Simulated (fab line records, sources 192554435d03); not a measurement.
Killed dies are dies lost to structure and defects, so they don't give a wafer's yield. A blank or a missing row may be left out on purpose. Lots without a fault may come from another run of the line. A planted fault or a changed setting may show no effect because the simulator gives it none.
Chamber matching | flow n5_finfet | N5_ZERO_LAYER_ETCH_17 on rie_diel-03: 4 sister chambers
The step etches SiO2 in CF4, target depth 12 nm, time 13.3 s. 7 wafers are shown with their chamber, then 8 later ones without.

WAFERS WITH THEIR CHAMBER
wafer  | chamber | drypump_motor_current_A (A) | showerhead_plenum_p_Torr (Torr)
L078.1 | 0       | 5.6                         | 2.14
L079.1 | 1       | 6.1                         | 2.06
L079.6 | 2       | 5.0                         | 2.25
L085.3 | 0       | 5.5                         | 2.14
L085.4 | 3       | 5.3                         | 2.18
L085.6 | 2       | 5.0                         | 2.24
L089.2 | 3       | 5.3                         | 2.18

WAFERS WITHOUT THEIR CHAMBER
wafer  | drypump_motor_current_A (A) | showerhead_plenum_p_Torr (Torr)
L089.4 | 5.6                         | 2.14
L089.5 | 6.1                         | 2.06
L091.1 | 5.3                         | 2.18
L091.3 | 5.0                         | 2.24
L091.4 | 6.1                         | 2.06
L095.1 | 5.3                         | 2.18
L095.4 | 5.0                         | 2.24
L095.6 | 5.5                         | 2.13

WHICH CHAMBER EACH WENT THROUGH
wafer  | from the rows above | in truth
L089.4 | 0                   | 0
L089.5 | 1                   | 1
L091.1 | 3                   | 3
L091.3 | 2                   | 2
L091.4 | 1                   | 1
L095.1 | 3                   | 3
L095.4 | 2                   | 2
L095.6 | 0                   | 0
Placed correctly: 8 of 8. Can't be placed from these rows: 0. Placed wrongly: 0.
How it was worked out, from the rows above alone: a wafer's distance from a chamber is the root of the sum, over the readings, of the square of ((its reading less the chamber's mean) divided by the reading's scatter). The wafer belongs to the nearest chamber; if the next one is less than 2 further off, it can't be placed. A chamber's mean is the mean of its shown wafers. The scatter: the root of (the sum of the squares of (reading less its chamber's mean) over the shown wafers, divided by (wafers less chambers)).
